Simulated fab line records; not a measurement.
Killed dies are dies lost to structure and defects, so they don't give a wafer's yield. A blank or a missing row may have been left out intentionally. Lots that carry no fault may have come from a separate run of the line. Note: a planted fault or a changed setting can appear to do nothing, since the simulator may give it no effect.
The tool behind it: which one? | flow nand-harc | 36 wafers from 12 lots sampled at 5 of the route's 1302 steps

== WHAT THE GAUGES READ, wafer by wafer ==
NHARC_P_STI_OVL_MEAS_10.
lot  | measured     | on         | overlay-x-nm (nm) | overlay-y-nm (nm)
L602 | day 3 14:31  | overlay-01 | 5 5 5             | 8 7 7
L604 | day 4 12:02  | overlay-02 | -10 -9 -9         | -6 -6 -6
L606 | day 5 06:20  | overlay-02 | 12 11 12          | -8 -8 -7
L607 | day 5 16:55  | overlay-01 | 6 5 5             | -3 -3 -3
L608 | day 6 06:07  | overlay-02 | 5 5 5             | 1 1 1
L610 | day 7 00:27  | overlay-02 | 7 8 8             | -6 -6 -6
L611 | day 7 13:45  | overlay-01 | 0 0 0             | -1 -1 -1
L613 | day 8 05:32  | overlay-01 | 8 8 7             | -2 -2 -2
L614 | day 8 16:37  | overlay-02 | 4 3 4             | 1 1 1
L621 | day 11 14:20 | overlay-02 | -6 -6 -6          | -8 -8 -8
L622 | day 11 23:54 | overlay-01 | -1 -2 -2          | -2 -2 -2
L623 | day 12 12:36 | overlay-02 | 1 0 1             | 6 6 6

NHARC_END_SORT_01.
lot  | measured     | on        | killed-at-array | killed-at-other | killed-at-periphery | killed-dies | killed-open | killed-short
L608 | day 28 08:52 | prober-01 | 84 69 75        | 0 0 1           | 2 1 2               | 86 70 78    | 3 4 4       | 4 3 2
L611 | day 29 06:23 | prober-02 | 81 70 93        | 0 1 2           | 6 5 3               | 87 76 98    | 1 0 4       | 3 5 2

== EACH LOT AND THE TOOL THAT RAN IT (in order: tool; ch and the chambers of the sampled wafers; start) ==
lot  | NHARC_P_STI_DESCUM_14              | NHARC_P_GATE_DEP_103            | NHARC_P_GATE_ETCH_104
L602 | rie-diel-09 ch 0,2,3, day 3 14:41  | pecvd-02 ch 1,2, day 5 14:01    | rie-diel-10 ch 0,3, day 5 14:59
L604 | rie-diel-09 ch 0,1,3, day 4 12:13  | pecvd-04 ch 1,2, day 6 15:39    | rie-diel-08 ch 1,2, day 6 16:34
L606 | rie-diel-11 ch 1,2,3, day 5 06:31  | pecvd-02 ch 1,2, day 7 07:01    | rie-diel-05 ch 0,1,2, day 7 07:59
L607 | rie-diel-09 ch 1,2, day 5 17:05    | pecvd-02 ch 0,1,2, day 8 01:54  | rie-diel-05 ch 1,2,3, day 8 02:39
L608 | rie-diel-11 ch 0,3, day 6 06:17    | pecvd-02 ch 0,1,2, day 8 18:28  | rie-diel-08 ch 0,3, day 8 19:20
L610 | rie-diel-02 ch 1,2,3, day 7 00:37  | pecvd-04 ch 1,2, day 9 05:29    | rie-diel-05 ch 0,2, day 9 06:26
L611 | rie-diel-11 ch 0,1,2, day 7 13:55  | pecvd-02 ch 0,2, day 9 18:38    | rie-diel-08 ch 0,3, day 9 19:26
L613 | rie-diel-11 ch 0,1,2, day 8 05:43  | pecvd-03 ch 0,1,2, day 10 06:27 | rie-diel-08 ch 0,2,3, day 10 07:21
L614 | rie-diel-11 ch 1,2,3, day 8 16:47  | pecvd-03 ch 0,1,2, day 10 23:28 | rie-diel-08 ch 0,1, day 11 00:25
L621 | rie-diel-11 ch 0,1,2, day 11 14:31 | pecvd-04 ch 0,1,2, day 13 17:17 | rie-diel-08 ch 0,2,3, day 13 18:03
L622 | rie-diel-02 ch 0,3, day 12 00:05   | pecvd-03 ch 0,2, day 14 03:38   | rie-diel-05 ch 0,1, day 14 04:34
L623 | rie-diel-02 ch 0,2,3, day 12 12:47 | pecvd-04 ch 1,2, day 14 19:40   | rie-diel-10 ch 1,3, day 14 20:30
- NHARC_P_STI_DESCUM_14: chemistry O2, time 3 s.
- NHARC_P_GATE_DEP_103: deposits SiON, target thk 30 nm.
- NHARC_P_GATE_ETCH_104: etches the open film in CF4/CHF3, target depth 60 nm.

== WHAT THE TOOLS THEMSELVES READ (means of the sampled wafers that have a number; where no wafer has one, the mark that the record gives instead) ==
NHARC_P_STI_DESCUM_14.
lot  | tool        | drypump-motor-current-A (A) | o2-flow-sccm (sccm) | oes-product-au (a.u.) | rf-vpp-V (V) | showerhead-plenum-p-Torr (Torr) | throttle-valve-pct (%)
L602 | rie-diel-09 | 5.3                         | 200.6               | 1.005                 | 58.3         | 1.95                            | 11.308
L604 | rie-diel-09 | 5.4                         | 200.4               | 1.006                 | 57.8         | 1.91                            | 11.307
L606 | rie-diel-11 | 6.0                         | 200.1               | 0.999                 | 57.7         | 1.96                            | 11.313
L607 | rie-diel-09 | 5.6                         | 199.6               | 1.007                 | 58.4         | 1.93                            | 11.313
L608 | rie-diel-11 | 5.4                         | 199.7               | 0.999                 | 57.2         | 1.87                            | 11.308
L610 | rie-diel-02 | 5.7                         | 199.9               | 0.998                 | 58.4         | 1.96                            | 11.311
L611 | rie-diel-11 | 6.0                         | 200.6               | 0.990                 | 57.7         | 1.88                            | 11.315
L613 | rie-diel-11 | 6.0                         | 199.6               | 0.995                 | 57.4         | 1.88                            | 11.309
L614 | rie-diel-11 | 6.0                         | 199.4               | 0.994                 | 58.9         | 1.96                            | 11.309
L621 | rie-diel-11 | 6.0                         | 200.5               | 1.004                 | 57.3         | 1.88                            | 11.300
L622 | rie-diel-02 | 5.8                         | 199.6               | 0.995                 | 58.0         | 1.83                            | 11.308
L623 | rie-diel-02 | 5.6                         | 199.9               | 1.000                 | 57.1         | 1.91                            | 11.314

NHARC_P_GATE_DEP_103.
lot  | tool     | heater-power-w (W) | susceptor-temp-C (C)
L602 | pecvd-02 | 652                | 400.03
L604 | pecvd-04 | 755                | 400.12
L606 | pecvd-02 | 730                | 400.12
L607 | pecvd-02 | 804                | 400.09
L608 | pecvd-02 | 717                | 399.84
L610 | pecvd-04 | 731                | 400.03
L611 | pecvd-02 | 832                | 399.90
L613 | pecvd-03 | 802                | 400.13
L614 | pecvd-03 | 738                | 399.83
L621 | pecvd-04 | 748                | 400.20
L622 | pecvd-03 | 676                | 399.90
L623 | pecvd-04 | 731                | 399.90

NHARC_P_GATE_ETCH_104.
lot  | tool        | cf4-flow-sccm (sccm) | drypump-motor-current-A (A) | oes-product-au (a.u.) | rf-fwd-power-W (W) | rf-vpp-V (V) | showerhead-plenum-p-Torr (Torr) | throttle-valve-pct (%)
L602 | rie-diel-10 | 99.7                 | 6.2                         | 0.962                 | 492.0              | 371.3        | 1.60                            | 16.796
L604 | rie-diel-08 | 99.9                 | 6.0                         | 0.967                 | 493.3              | 371.7        | 1.61                            | 16.806
L606 | rie-diel-05 | 99.8                 | 5.6                         | 0.929                 | 493.5              | 373.6        | 1.65                            | 16.801
L607 | rie-diel-05 | 100.1                | 5.7                         | 0.964                 | 492.1              | 373.7        | 1.67                            | 16.804
L608 | rie-diel-08 | 100.1                | 5.1                         | 0.968                 | 490.4              | 369.1        | 1.55                            | 16.799
L610 | rie-diel-05 | 100.3                | 5.8                         | 0.925                 | 493.6              | 372.1        | 1.62                            | 16.801
L611 | rie-diel-08 | 100.0                | 5.1                         | 0.967                 | 491.1              | 369.3        | 1.55                            | 16.806
L613 | rie-diel-08 | 100.0                | 5.4                         | 0.884                 | 425.6              | 371.4        | 1.59                            | 16.800
L614 | rie-diel-08 | 100.4                | 5.8                         | 0.878                 | 427.1              | 370.9        | 1.57                            | 16.799
L621 | rie-diel-08 | 100.0                | 5.4                         | 0.971                 | 491.9              | 370.3        | 1.59                            | 16.799
L622 | rie-diel-05 | 100.4                | 5.6                         | 0.942                 | 490.8              | 372.0        | 1.62                            | 16.803
L623 | rie-diel-10 | 99.8                 | 5.3                         | 0.916                 | 493.0              | 371.6        | 1.62                            | 16.795

== THE ANSWER, worked out from the rows above alone ==
Rule: the lots themselves supply what counts as usual. Put in order of their means at a reading, lots are off if they are a third of the lots or fewer, leave a main group of 4 or more, and stand apart from it by a gap of 3 or more times the standard deviation of the main group's means; of several such gaps the widest counts. A main group is skipped when, at the precision printed for the reading in the tables above, its means are all equal. A lot without any number at a reading at which 4 lots or more have one is off too. Where the step has rows for the other lots, those lots are counted as sound. First the gauges in route order, then the tools' own readings, where a lot's mean is used as printed above. At the first step where some lot is off, the reading lying furthest off is the one used; lots without a number count as furthest.
Off: L613, L614 (NHARC_P_GATE_ETCH_104, rf-fwd-power-W). The main group has a mean of 492.2 W with a standard deviation of 1.1.
If a tool, at that step or one of the process steps before it, ran each lot that is off and ran no sound lot following the first of them, it fits. Of those tried, none fits.

== WHAT THE SIMULATOR HAD PUT IN ==
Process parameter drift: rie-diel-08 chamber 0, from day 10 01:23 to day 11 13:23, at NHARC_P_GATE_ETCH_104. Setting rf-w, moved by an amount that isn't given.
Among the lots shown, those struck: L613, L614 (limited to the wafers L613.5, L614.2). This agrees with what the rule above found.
